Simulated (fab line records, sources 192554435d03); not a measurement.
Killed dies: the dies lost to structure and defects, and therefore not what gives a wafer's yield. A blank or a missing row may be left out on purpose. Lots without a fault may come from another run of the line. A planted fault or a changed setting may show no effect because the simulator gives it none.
fab line records	flow n5Finfet
record lots=7	wafers=21
route steps=1938 shown WELL_APT@21 PMOS_HMC_CHANNEL_EPI@62 FIN_CUT@155 DUMMY_GATE@224 SD_EPI_N@278
startH: start of the lot's first displayed wafer, in hours after the record's first day	waitH: hours elapsed since this lot's preceding step	" identical to the entry in the row above	L1.1+2: several wafers, shown together as one row	- value missing, or start not given	* or withheld: withheld	< > ~ a bound
route shown NAME@n: NAME is a module with steps in the file, n the number in the route of the first one	usual: mean/standard deviation of fault-free wafers	same: alike in all rows	chamber/n: place in a boat	sites: each site's reading	_std_site: standard deviation of those values	_edge_site: outer sites' mean less inner sites'	radiusMm: for every site, how far away it sits from the centre of the wafer	mask NAME#n: copy n	behind: tool/chamber where the wafer was last shaped	hold: reason for holding the lot/hours on hold/outcome of the hold	device: which transistor (n, p or np) failed to switch	end of line: the route-end tests of the same wafers	a step with no rows: only its recipe	killed: dies lost to structure and defects at the first sort, not the wafer's yield	map: dies across one wafer; x = killed, . = not, _ = none there
set.NAME: the setting the step ran with; set.NAME@STEP: the setting that earlier step ran with	model.NAME: the simulator's own value behind a step, which no gauge read
lots where settings were altered on purpose, with a table for each step and a row for each wafer
## steps
# step N5_WELL_APT_COAT_02
# recipe spinRpm=1357	resistThkNm=950
lot.wafer	tool	chamber	startH	waitH	set.spinRpm	model.coat_of_WELL_APT_COAT_02.thkNm
L074.2	lithoTrack-04	0	-	-	1357	952
L074.4	"	0	"	"	1357	951.2
L074.6	"	0	"	"	1357	954.2
L075.3	lithoTrack-01	0	-	-	1357	944.4
L075.5	"	0	"	"	1311	960.1
L075.6	"	0	"	"	1357	945.5
L080.1	lithoTrack-03	0	-	-	1357	951.7
L080.2	"	0	"	"	1357	948.1
L080.4	"	0	"	"	1357	947.5
L082.1	lithoTrack-04	0	-	-	1357	948.9
L082.3	"	0	"	"	1357	950.1
L082.6	"	0	"	"	1479	910.2
L084.3	lithoTrack-01	0	-	-	1357	949.7
L084.4	"	0	"	"	1357	948.7
L084.5	"	0	"	"	1357	949.4
L088.2	lithoTrack-04	0	-	-	1357	949.5
L088.4	"	0	"	"	1357	952.5
L088.6	"	0	"	"	1357	950.5
L091.3	lithoTrack-04	0	-	-	1357	947.5
L091.5	"	0	"	"	1498	901.6
L091.6	"	0	"	"	1357	947.6
# step N5_PMOS_HMC_CHANNEL_EPI_EXPOSE_06
# recipe maskId=PMOS_HMC_BLK	na=1.35	sourceShape=conventional	sigmaOuter=0.8	polarization=unpolarized	targetCdNm=240	doseMj=41
lot.wafer	tool	chamber	startH	waitH	mask	set.doseMj
L074.2+4	arfiScanner-03	0	17.60	-	PMOS_HMC_BLK#0	38.65
L074.6	"	0	"	"	PMOS_HMC_BLK#0	41
L075.3+5	arfiScanner-03	0	23.44	-	PMOS_HMC_BLK#0	38.94
L075.6	"	0	"	"	PMOS_HMC_BLK#0	41
L080.1+2+4	arfiScanner-02	0	52.98	-	PMOS_HMC_BLK#0	41
L082.1	arfiScanner-02	0	65.17	-	PMOS_HMC_BLK#0	41
L082.3+6	"	0	"	"	PMOS_HMC_BLK#0	42.17
L084.3+4+5	arfiScanner-03	0	77.61	-	PMOS_HMC_BLK#0	41
L088.2+4	arfiScanner-03	0	101.30	-	PMOS_HMC_BLK#0	41
L088.6	"	0	"	"	PMOS_HMC_BLK#0	38.63
L091.3+5+6	arfiScanner-01	0	119.48	-	PMOS_HMC_BLK#0	41
# step N5_PMOS_HMC_CHANNEL_EPI_PEB_07
# recipe pebTempC=110	pebTimeS=60	resist=CAR-ArF-block
lot.wafer	tool	chamber	startH	waitH	set.pebTimeS
L074.2	lithoTrack-05	0	17.66	0.0	60
L074.4+6	"	0	"	"	66.82
L075.3+5	lithoTrack-02	0	23.49	0.0	50.57
L075.6	"	0	"	"	60
L080.1+4	lithoTrack-05	0	53.04	0.1	60
L080.2	"	0	"	"	67.51
L082.1+3	lithoTrack-05	0	65.23	0.1	67.55
L082.6	"	0	"	"	60
L084.3+4+5	lithoTrack-03	0	77.66	0.0	60
L088.2	lithoTrack-05	0	101.35	0.0	71.99
L088.4+6	"	0	"	"	60
L091.3	lithoTrack-05	0	119.53	0.0	53.23
L091.5+6	"	0	"	"	60
# step N5_PMOS_HMC_CHANNEL_EPI_DEVELOP_08
# recipe developTimeS=30	developer=TMAH	resist=CAR-ArF-block	devTempC=23	rinseLiquid=diw	dry=airSpin
# step N5_PMOS_HMC_CHANNEL_EPI_CD_MEAS_09
# recipe targetCdNm=237.4	landingEnergyEv=500	detector=seInlens
# usual cdNm=237.3/1
lot.wafer	tool	chamber	startH	waitH	set.doseMj@PMOS_HMC_CHANNEL_EPI_EXPOSE_06	set.pebTimeS@PMOS_HMC_CHANNEL_EPI_PEB_07	cdNm
L074.2	cdSem-01	0	17.72	-	38.65	60	232.4
L074.4	"	0	"	"	38.65	66.82	236.4
L074.6	"	0	"	"	41	66.82	241.3
L075.3	cdSem-02	0	23.55	-	38.94	50.57	226.7
L075.5	"	0	"	"	38.94	50.57	227.4
L075.6	"	0	"	"	41	60	238.0
L080.1	cdSem-01	0	53.11	-	41	60	235.3
L080.2	"	0	"	"	41	67.51	241.0
L080.4	"	0	"	"	41	60	235.5
L082.1	cdSem-02	0	65.29	-	41	67.55	242.2
L082.3	"	0	"	"	42.17	67.55	244.5
L082.6	"	0	"	"	42.17	60	239.6
L084.3	cdSem-03	0	77.72	-	41	60	237.1
L084.4	"	0	"	"	41	60	237.0
L084.5	"	0	"	"	41	60	236.6
L088.2	cdSem-02	0	101.42	-	41	71.99	244.7
L088.4	"	0	"	"	41	60	236.4
L088.6	"	0	"	"	38.63	60	232.6
L091.3	cdSem-01	0	119.60	-	41	53.23	231.8
L091.5	"	0	"	"	41	60	237.6
L091.6	"	0	"	"	41	60	236.9
# step N5_PMOS_HMC_CHANNEL_EPI_DESCUM_14
# recipe chemistry=O2	timeS=7.9	sourcePowerW=50	biasPowerW=20	pressureMtorr=20	rfFrequencyHz=2.712e+07	tempC=40	resist=CAR-ArF-block	o2FlowSccm=225
lot.wafer	tool	chamber	startH	waitH	set.doseMj@PMOS_HMC_CHANNEL_EPI_EXPOSE_06	set.pebTimeS@PMOS_HMC_CHANNEL_EPI_PEB_07	model.PMOS_HMC_CHANNEL_EPI.cdNm
L074.2	rieDiel-01	1	18.16	0.4	38.65	60	232.2
L074.4	"	3	"	"	38.65	66.82	236.5
L074.6	"	3	"	"	41	66.82	241.4
L075.3	rieDiel-06	1	23.76	0.2	38.94	50.57	226.7
L075.5	"	3	"	"	38.94	50.57	227.7
L075.6	"	0	"	"	41	60	238
L080.1	rieDiel-06	2	53.20	0.0	41	60	235.6
L080.2	"	3	"	"	41	67.51	240.6
L080.4	"	1	"	"	41	60	235.7
L082.1	rieDiel-06	3	65.95	0.6	41	67.55	242
L082.3	"	0	"	"	42.17	67.55	244.4
L082.6	"	0	"	"	42.17	60	239.5
L084.3+4	rieDiel-03	0,3	77.81	0.0	41	60	236.7
L084.5	"	1	"	"	41	60	236.5
L088.2	rieDiel-03	0	101.51	0.0	41	71.99	244.4
L088.4	"	3	"	"	41	60	236.6
L088.6	"	0	"	"	38.63	60	232.5
L091.3	rieDiel-01	1	119.68	0.0	41	53.23	231.9
L091.5	"	1	"	"	41	60	237.5
L091.6	"	0	"	"	41	60	237.2
# step N5_PMOS_HMC_CHANNEL_EPI_ETCH_32
# recipe chemistry=N2/H2	target=BARC	stopOn=SiO2	targetDepthA=858	overEtchFrac=0.3	timeS=50.3	ionEnergyEv=200	maskMaterial=CAR-ArF-block	pressureMtorr=30	sourceW=840	biasW=150	n2FlowSccm=200	h2FlowSccm=200
lot.wafer	tool	chamber	startH	waitH	set.doseMj@PMOS_HMC_CHANNEL_EPI_EXPOSE_06	set.pebTimeS@PMOS_HMC_CHANNEL_EPI_PEB_07	model.PMOS_HMC_CHANNEL_EPI.cdNm
L074.2	rieDiel-01	1	18.20	0.0	38.65	60	234.1
L074.4	"	3	"	"	38.65	66.82	238.6
L074.6	"	3	"	"	41	66.82	244.2
L075.3	rieDiel-06	1	23.80	0.0	38.94	50.57	228.8
L075.5	"	3	"	"	38.94	50.57	230.6
L075.6	"	0	"	"	41	60	240.8
L080.1	rieDiel-06	2	53.23	0.0	41	60	238.3
L080.2	"	3	"	"	41	67.51	243.3
L080.4	"	1	"	"	41	60	238
L082.1	rieDiel-06	3	65.99	0.0	41	67.55	245.1
L082.3	"	0	"	"	42.17	67.55	247
L082.6	"	0	"	"	42.17	60	242.6
L084.3	rieDiel-03	0	77.84	0.0	41	60	240
L084.4	"	3	"	"	41	60	240.2
L084.5	"	1	"	"	41	60	239.1
L088.2	rieDiel-03	0	101.54	0.0	41	71.99	247.3
L088.4	"	3	"	"	41	60	239.4
L088.6	"	0	"	"	38.63	60	235.3
L091.3	rieDiel-01	1	119.72	0.0	41	53.23	234.2
L091.5	"	1	"	"	41	60	239.4
L091.6	"	0	"	"	41	60	239
# step N5_PMOS_HMC_CHANNEL_EPI_HM_OPEN_15
# recipe chemistry=CHF3/O2	target=SiO2	maskMaterial=CAR-ArF-block	targetDepthA=406	CHF3_flow_sccm=50	O2_flow_sccm=5	Ar_flow_sccm=200	timeS=20.3	pressureMtorr=30	sourceW=650	biasW=170	ionEnergyEv=200
lot.wafer	tool	chamber	startH	waitH	set.doseMj@PMOS_HMC_CHANNEL_EPI_EXPOSE_06	set.pebTimeS@PMOS_HMC_CHANNEL_EPI_PEB_07	model.PMOS_HMC_CHANNEL_EPI.cdNm
L074.2	rieDiel-01	1	18.24	0.0	38.65	60	234.1
L074.4	"	3	"	"	38.65	66.82	238.5
L074.6	"	3	"	"	41	66.82	244.2
L075.3	rieDiel-06	1	23.84	0.0	38.94	50.57	228.9
L075.5	"	3	"	"	38.94	50.57	230.5
L075.6	"	0	"	"	41	60	240.8
L080.1	rieDiel-06	2	53.27	0.0	41	60	238.3
L080.2	"	3	"	"	41	67.51	243.3
L080.4	"	1	"	"	41	60	237.9
L082.1	rieDiel-06	3	66.03	0.0	41	67.55	245.1
L082.3	"	0	"	"	42.17	67.55	246.9
L082.6	"	0	"	"	42.17	60	242.6
L084.3	rieDiel-03	0	77.89	0.0	41	60	240
L084.4	"	3	"	"	41	60	240.2
L084.5	"	1	"	"	41	60	239.2
L088.2	rieDiel-03	0	101.59	0.0	41	71.99	247.3
L088.4	"	3	"	"	41	60	239.4
L088.6	"	0	"	"	38.63	60	235.3
L091.3	rieDiel-01	1	119.76	0.0	41	53.23	234.1
L091.5	"	1	"	"	41	60	239.4
L091.6	"	0	"	"	41	60	239.1
# step N5_PMOS_HMC_CHANNEL_EPI_STRIP_33
# recipe chemistry=N2/H2	powerW=500	tempC=40	pressureMtorr=50	rfFrequencyHz=6e+07	overashFraction=0.3	biasPowerW=8	h2Frac=0.5	n2FlowSccm=300	h2FlowSccm=300
# step N5_PMOS_HMC_CHANNEL_EPI_STRIP_17
# recipe chemistry=SPM	timeS=750	tempC=130	h2so4H2o2VolRatio=4	dry=ipaMarangoni
# step N5_PMOS_HMC_CHANNEL_EPI_ETCH_38
# recipe chemistry=CF4	target=SiO2	targetDepthA=15	ionEnergyEv=350	pressureMtorr=10	icpW=800	biasW=400	cf4FlowSccm=80
lot.wafer	tool	chamber	startH	waitH	set.doseMj@PMOS_HMC_CHANNEL_EPI_EXPOSE_06	set.pebTimeS@PMOS_HMC_CHANNEL_EPI_PEB_07	model.PMOS_HMC_CHANNEL_EPI.cdNm
L074.2	rieSi-04	3	18.60	0.0	38.65	60	234.1
L074.4	"	0	"	"	38.65	66.82	238.5
L074.6	"	0	"	"	41	66.82	244.2
L075.3	rieSi-06	3	24.20	0.0	38.94	50.57	228.9
L075.5	"	0	"	"	38.94	50.57	230.5
L075.6	"	1	"	"	41	60	240.8
L080.1	rieSi-02	0	53.64	0.0	41	60	238.3
L080.2	"	1	"	"	41	67.51	243.3
L080.4	"	3	"	"	41	60	237.9
L082.1	rieSi-04	2	66.39	0.0	41	67.55	245
L082.3	"	3	"	"	42.17	67.55	246.9
L082.6	"	3	"	"	42.17	60	242.6
L084.3	rieSi-02	0	78.25	0.0	41	60	240
L084.4	"	0	"	"	41	60	240.3
L084.5	"	2	"	"	41	60	239.1
L088.2	rieSi-02	1	101.98	0.0	41	71.99	247.3
L088.4	"	3	"	"	41	60	239.4
L088.6	"	1	"	"	38.63	60	235.3
L091.3	rieSi-06	3	120.14	0.0	41	53.23	234.2
L091.5	"	2	"	"	41	60	239.4
L091.6	"	3	"	"	41	60	239.1
# step N5_PMOS_HMC_CHANNEL_EPI_FIN_RECESS_16
# recipe chemistry=HBr/Cl2	target=Si	maskMaterial=SiO2	targetDepthA=540	timeS=18	pressureMtorr=10	icpW=800	biasW=75	HBr_flow_sccm=150	Cl2_flow_sccm=80
lot.wafer	tool	chamber	startH	waitH	set.doseMj@PMOS_HMC_CHANNEL_EPI_EXPOSE_06	set.pebTimeS@PMOS_HMC_CHANNEL_EPI_PEB_07	model.PMOS_HMC_CHANNEL_EPI.cdNm
L074.2	rieSi-04	3	18.62	0.0	38.65	60	234
L074.4	"	0	"	"	38.65	66.82	238.5
L074.6	"	0	"	"	41	66.82	244.1
L075.3	rieSi-06	3	24.22	0.0	38.94	50.57	228.8
L075.5	"	0	"	"	38.94	50.57	230.4
L075.6	"	1	"	"	41	60	240.8
L080.1	rieSi-02	0	53.66	0.0	41	60	238.4
L080.2	"	1	"	"	41	67.51	243.4
L080.4	"	3	"	"	41	60	237.9
L082.1	rieSi-04	2	66.41	0.0	41	67.55	244.9
L082.3	"	3	"	"	42.17	67.55	246.9
L082.6	"	3	"	"	42.17	60	242.6
L084.3	rieSi-02	0	78.27	0.0	41	60	240
L084.4	"	0	"	"	41	60	240.4
L084.5	"	2	"	"	41	60	239
L088.2	rieSi-02	1	102.00	0.0	41	71.99	247.3
L088.4	"	3	"	"	41	60	239.4
L088.6	"	1	"	"	38.63	60	235.3
L091.3	rieSi-06	3	120.16	0.0	41	53.23	234.2
L091.5	"	2	"	"	41	60	239.4
L091.6	"	3	"	"	41	60	239.1
# step N5_FIN_CUT_COAT_19
# recipe resist=SiARC	tempC=220	timeS=60	spinRpm=1500	resistThkNm=20
lot.wafer	tool	chamber	startH	waitH	set.spinRpm	model.SiARC_of_FIN_CUT_COAT_19.thkNm
L074.2	lithoTrack-05	0	-	-	1614	19.4
L074.4+6	"	0	"	"	1614	19.2
L075.3+6	lithoTrack-01	0	-	-	1500	20
L075.5	"	0	"	"	1401	20.8
L080.1+2+4	lithoTrack-05	0	-	-	1500	20
L082.1+3	lithoTrack-05	0	-	-	1500	20
L082.6	"	0	"	"	1423	20.6
L084.3+4+5	lithoTrack-03	0	-	-	1500	20
L088.2	lithoTrack-03	0	-	-	1500	20
L088.4	"	0	"	"	1429	20.6
L088.6	"	0	"	"	1429	20.4
L091.3	lithoTrack-03	0	-	-	1500	20
L091.5+6	"	0	"	"	1648	19.2
# step N5_FIN_CUT_COAT_29
# recipe resist=underlayer	tempC=205	timeS=60	spinRpm=1500	resistThkNm=10
# step N5_FIN_CUT_COAT_02
# recipe resist=CAR-EUV	spinRpm=1500	resistThkNm=30
# step N5_FIN_CUT_DESCUM_13
# recipe chemistry=O2	timeS=7	sourcePowerW=50	biasPowerW=20	pressureMtorr=20	rfFrequencyHz=2.712e+07	tempC=40	resist=CAR-EUV	o2FlowSccm=225
# step N5_FIN_CUT_ETCH_30
# recipe chemistry=N2/H2	target=underlayer	targetDepthA=130	maskMaterial=CAR-EUV	timeS=10.4	ionEnergyEv=200	pressureMtorr=30	sourceW=840	biasW=150	n2FlowSccm=200	h2FlowSccm=200	ends=cleared
# step N5_FIN_CUT_ETCH_20
# recipe chemistry=CF4	target=SiARC	targetDepthA=260	maskMaterial=CAR-EUV	timeS=43.3	ionEnergyEv=80	pressureMtorr=40	sourceW=545	biasW=36	Ar_flow_sccm=100	cf4FlowSccm=100	ends=cleared
lot.wafer	tool	chamber	startH	waitH	set.spinRpm@FIN_CUT_COAT_19	model.etch.depthNm
L074.2	rieDiel-01	1	27.42	0.0	1614	19.35
L074.4	"	2	"	"	1614	19.26
L074.6	"	3	"	"	1614	19.25
L075.3	rieDiel-01	3	32.94	0.0	1500	20.04
L075.5	"	1	"	"	1401	20.79
L075.6	"	0	"	"	1500	20.06
L080.1	rieDiel-03	2	63.25	0.0	1500	20.03
L080.2	"	0	"	"	1500	20
L080.4	"	3	"	"	1500	19.97
L082.1	rieDiel-03	1	75.80	0.0	1500	19.99
L082.3	"	3	"	"	1500	20.01
L082.6	"	0	"	"	1423	20.58
L084.3	rieDiel-01	1	87.39	0.0	1500	19.94
L084.4	"	2	"	"	1500	19.91
L084.5	"	1	"	"	1500	19.97
L088.2	rieDiel-03	3	111.82	0.0	1500	19.97
L088.4	"	2	"	"	1429	20.51
L088.6	"	3	"	"	1429	20.46
L091.3	rieDiel-01	1	130.43	0.0	1500	19.99
L091.5	"	3	"	"	1648	19.17
L091.6	"	1	"	"	1648	19.14
# step N5_FIN_CUT_ETCH_21
# recipe chemistry=N2/H2	target=SOC	targetDepthA=2190	overetchA=438	maskMaterial=SiARC	tempC=40	ionEnergyEv=100	biasW=61	timeS=523.5	pressureMtorr=30	sourceW=850	n2FlowSccm=200	h2FlowSccm=200
lot.wafer	tool	chamber	startH	waitH	set.spinRpm@FIN_CUT_COAT_19	model.SiARC_of_FIN_CUT_COAT_19.thkNm
L074.2	rieDiel-01	1	27.46	0.0	1614	11.4
L074.4+6	"	2,3	"	"	1614	11
L075.3	rieDiel-01	3	32.97	0.0	1500	12
L075.5	"	1	"	"	1401	12.8
L075.6	"	0	"	"	1500	12.2
L080.1	rieDiel-03	2	63.29	0.0	1500	11.6
L080.2+4	"	0,3	"	"	1500	11.8
L082.1+3	rieDiel-03	1,3	75.83	0.0	1500	11.8
L082.6	"	0	"	"	1423	12.4
L084.3+5	rieDiel-01	1	87.43	0.0	1500	12
L084.4	"	2	"	"	1500	11.8
L088.2	rieDiel-03	3	111.86	0.0	1500	11.8
L088.4	"	2	"	"	1429	12.2
L088.6	"	3	"	"	1429	12.4
L091.3	rieDiel-01	1	130.47	0.0	1500	12
L091.5	"	3	"	"	1648	10.8
L091.6	"	1	"	"	1648	11.2
# step N5_DUMMY_GATE_COAT_28
# recipe resist=underlayer	tempC=205	timeS=60	spinRpm=1500	resistThkNm=10
lot.wafer	tool	chamber	startH	waitH	set.spinRpm	model.underlayer_of_DUMMY_GATE_COAT_28.thkNm
L074.2+4	lithoTrack-04	0	-	-	1452	10.2
L074.6	"	0	"	"	1500	10
L075.3	lithoTrack-02	0	-	-	1500	10
L075.5+6	"	0	"	"	1332	10.6
L080.1+2+4	lithoTrack-04	0	-	-	1500	10
L082.1+3+6	lithoTrack-05	0	-	-	1500	10
L084.3+4	lithoTrack-05	0	-	-	1500	10
L084.5	"	0	"	"	1500	9.8
L088.2+6	lithoTrack-02	0	-	-	1500	10
L088.4	"	0	"	"	1584	9.8
L091.3+5	lithoTrack-05	0	-	-	1500	10
L091.6	"	0	"	"	1669	9.6
# step N5_DUMMY_GATE_DESCUM_20
# recipe chemistry=O2	timeS=6.2	sourcePowerW=50	biasPowerW=20	pressureMtorr=20	rfFrequencyHz=2.712e+07	tempC=40	resist=CAR-EUV	o2FlowSccm=225
lot.wafer	tool	chamber	startH	waitH	set.timeS	model.CAR-EUV_of_DUMMY_GATE_COAT_09.thkNm
L074.2+4+6	rieDiel-06	2,1,3	46.22	0.0	6.2	26.4
L075.3+5	rieDiel-01	2,3	51.34	0.1	6.2	26.4
L075.6	"	0	"	"	6.2	26.6
L080.1+2	rieDiel-01	2,0	82.64	0.0	6.2	26.4
L080.4	"	1	"	"	6.862	26
L082.1+3	rieDiel-06	1,0	95.51	0.3	6.2	26.4
L082.6	"	2	"	"	5.784	26.6
L084.3+4+5	rieDiel-01	0,1,0	108.10	0.0	6.2	26.4
L088.2+4	rieDiel-03	1,2	130.73	0.0	5.812	26.6
L088.6	"	3	"	"	6.2	26.2
L091.3+5+6	rieDiel-06	0,2,1	148.82	0.0	7.325	25.8
# step N5_SD_EPI_N_ETCH_45
# recipe chemistry=CH3F/O2	target=SiOCN	targetDepthA=60	maskMaterial=SOC	ionEnergyEv=60	biasW=29	pressureMtorr=15	sourceW=410	Ar_flow_sccm=150	CH3F_flow_sccm=30	O2_flow_sccm=20
lot.wafer	tool	chamber	startH	waitH	set.targetDepthA	model.etch.depthNm
L074.2	rieDiel-02	1	49.25	0.1	60	5.928
L074.4	"	2	"	"	65.08	6.57
L074.6	"	2	"	"	60	5.983
L075.3	rieDiel-05	1	54.73	0.1	60	5.861
L075.5	"	3	"	"	60	5.811
L075.6	"	2	"	"	60	5.948
L080.1	rieDiel-05	1	85.40	0.1	60	5.848
L080.2	"	2	"	"	60	5.908
L080.4	"	0	"	"	62.61	6.16
L082.1	rieDiel-02	0	99.02	0.1	65.01	6.442
L082.3	"	1	"	"	60	5.929
L082.6	"	1	"	"	65.01	6.444
L084.3	rieDiel-04	1	110.94	0.1	60	6.028
L084.4	"	3	"	"	60	5.968
L084.5	"	1	"	"	60	5.987
L088.2	rieDiel-04	2	134.19	0.1	60	5.974
L088.4	"	0	"	"	60	5.92
L088.6	"	1	"	"	60	6.037
L091.3	rieDiel-04	0	151.77	0.1	60	5.893
L091.5	"	2	"	"	60	5.899
L091.6	"	1	"	"	60	5.967
# step N5_SD_EPI_N_EPI_21
# recipe material=Si:P	dopant=P	tempC=680	pressureTorr=255	timeS=690
lot.wafer	tool	chamber	startH	waitH	set.epiGrowthTimeS	model.Si-P_of_SD_EPI_N_EPI_21.thkNm
L074.2	epiRpcvd-02	0	50.96	0.5	690	59.2
L074.4	"	0	"	"	690	58.4
L074.6	"	0	"	"	668.6	58.4
L075.3+5	epiRpcvd-02	0	61.33	5.2	690	59.2
L075.6	"	0	62.83	6.5	627.3	55.2
L080.1+4	epiRpcvd-04	0	86.74	0.2	690	59.6
L080.2	"	0	"	"	690	60.2
L082.1	epiRpcvd-04	0	100.35	0.2	690	59.2
L082.3	"	0	"	"	690	59
L082.6	"	0	102.22	1.9	690	60.2
L084.3	epiRpcvd-04	0	113.03	0.9	690	58.6
L084.4	"	0	"	"	690	58.4
L084.5	"	0	"	"	690	58
L088.2+6	epiRpcvd-01	0	135.63	0.4	690	59.4
L088.4	"	0	"	"	690	59.6
L091.3	epiRpcvd-02	0	153.51	0.7	690	59.2
L091.5	"	0	"	"	690	60.2
L091.6	"	0	"	"	690	59.4
## key
split step=N5_WELL_APT_COAT_02	setting=spinRpm	stated=1357	by=wafer
response step=N5_WELL_APT_COAT_02	reading=model.coat_of_WELL_APT_COAT_02.thkNm	change=-4.41	per=1%	r=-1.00
split step=N5_PMOS_HMC_CHANNEL_EPI_EXPOSE_06	setting=doseMj	stated=41	by=wafer
response step=N5_PMOS_HMC_CHANNEL_EPI_CD_MEAS_09	reading=cdNm	slope=+0.766	per=1%	togetherWith=pebTimeS@PMOS_HMC_CHANNEL_EPI_PEB_07	explained=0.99
response step=N5_PMOS_HMC_CHANNEL_EPI_DESCUM_14	reading=model.PMOS_HMC_CHANNEL_EPI.cdNm	slope=+0.794	per=1%	togetherWith=pebTimeS@PMOS_HMC_CHANNEL_EPI_PEB_07	explained=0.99
response step=N5_PMOS_HMC_CHANNEL_EPI_ETCH_32	reading=model.PMOS_HMC_CHANNEL_EPI.cdNm	slope=+0.86	per=1%	togetherWith=pebTimeS@PMOS_HMC_CHANNEL_EPI_PEB_07	explained=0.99
response step=N5_PMOS_HMC_CHANNEL_EPI_HM_OPEN_15	reading=model.PMOS_HMC_CHANNEL_EPI.cdNm	slope=+0.859	per=1%	togetherWith=pebTimeS@PMOS_HMC_CHANNEL_EPI_PEB_07	explained=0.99
response step=N5_PMOS_HMC_CHANNEL_EPI_ETCH_38	reading=model.PMOS_HMC_CHANNEL_EPI.cdNm	slope=+0.862	per=1%	togetherWith=pebTimeS@PMOS_HMC_CHANNEL_EPI_PEB_07	explained=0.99
response step=N5_PMOS_HMC_CHANNEL_EPI_FIN_RECESS_16	reading=model.PMOS_HMC_CHANNEL_EPI.cdNm	slope=+0.857	per=1%	togetherWith=pebTimeS@PMOS_HMC_CHANNEL_EPI_PEB_07	explained=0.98
split step=N5_PMOS_HMC_CHANNEL_EPI_PEB_07	setting=pebTimeS	stated=60	by=wafer
response step=N5_PMOS_HMC_CHANNEL_EPI_CD_MEAS_09	reading=cdNm	change=+0.516	per=1%	r=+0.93
response step=N5_PMOS_HMC_CHANNEL_EPI_DESCUM_14	reading=model.PMOS_HMC_CHANNEL_EPI.cdNm	change=+0.506	per=1%	r=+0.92
response step=N5_PMOS_HMC_CHANNEL_EPI_ETCH_32	reading=model.PMOS_HMC_CHANNEL_EPI.cdNm	slope=+0.403	per=1%	togetherWith=doseMj@PMOS_HMC_CHANNEL_EPI_EXPOSE_06	explained=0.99
response step=N5_PMOS_HMC_CHANNEL_EPI_HM_OPEN_15	reading=model.PMOS_HMC_CHANNEL_EPI.cdNm	slope=+0.404	per=1%	togetherWith=doseMj@PMOS_HMC_CHANNEL_EPI_EXPOSE_06	explained=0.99
response step=N5_PMOS_HMC_CHANNEL_EPI_ETCH_38	reading=model.PMOS_HMC_CHANNEL_EPI.cdNm	slope=+0.404	per=1%	togetherWith=doseMj@PMOS_HMC_CHANNEL_EPI_EXPOSE_06	explained=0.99
response step=N5_PMOS_HMC_CHANNEL_EPI_FIN_RECESS_16	reading=model.PMOS_HMC_CHANNEL_EPI.cdNm	slope=+0.405	per=1%	togetherWith=doseMj@PMOS_HMC_CHANNEL_EPI_EXPOSE_06	explained=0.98
split step=N5_FIN_CUT_COAT_19	setting=spinRpm	stated=1500	by=wafer
response step=N5_FIN_CUT_COAT_19	reading=model.SiARC_of_FIN_CUT_COAT_19.thkNm	change=-0.0982	per=1%	r=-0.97
response step=N5_FIN_CUT_ETCH_20	reading=model.etch.depthNm	change=-0.0978	per=1%	r=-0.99
response step=N5_FIN_CUT_ETCH_21	reading=model.SiARC_of_FIN_CUT_COAT_19.thkNm	change=-0.105	per=1%	r=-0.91
split step=N5_DUMMY_GATE_COAT_28	setting=spinRpm	stated=1500	by=wafer
response step=N5_DUMMY_GATE_COAT_28	reading=model.underlayer_of_DUMMY_GATE_COAT_28.thkNm	change=-0.0442	per=1%	r=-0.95
split step=N5_DUMMY_GATE_DESCUM_20	setting=timeS	stated=6.2	by=wafer
response step=N5_DUMMY_GATE_DESCUM_20	reading=model.CAR-EUV_of_DUMMY_GATE_COAT_09.thkNm	change=-0.041	per=1%	r=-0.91
split step=N5_SD_EPI_N_ETCH_45	setting=targetDepthA	stated=60	by=wafer
response step=N5_SD_EPI_N_ETCH_45	reading=model.etch.depthNm	change=+0.0668	per=1%	r=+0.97
split step=N5_SD_EPI_N_EPI_21	setting=epiGrowthTimeS	stated=690	by=wafer
response step=N5_SD_EPI_N_EPI_21	reading=model.Si-P_of_SD_EPI_N_EPI_21.thkNm	change=+0.408	per=1%	r=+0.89
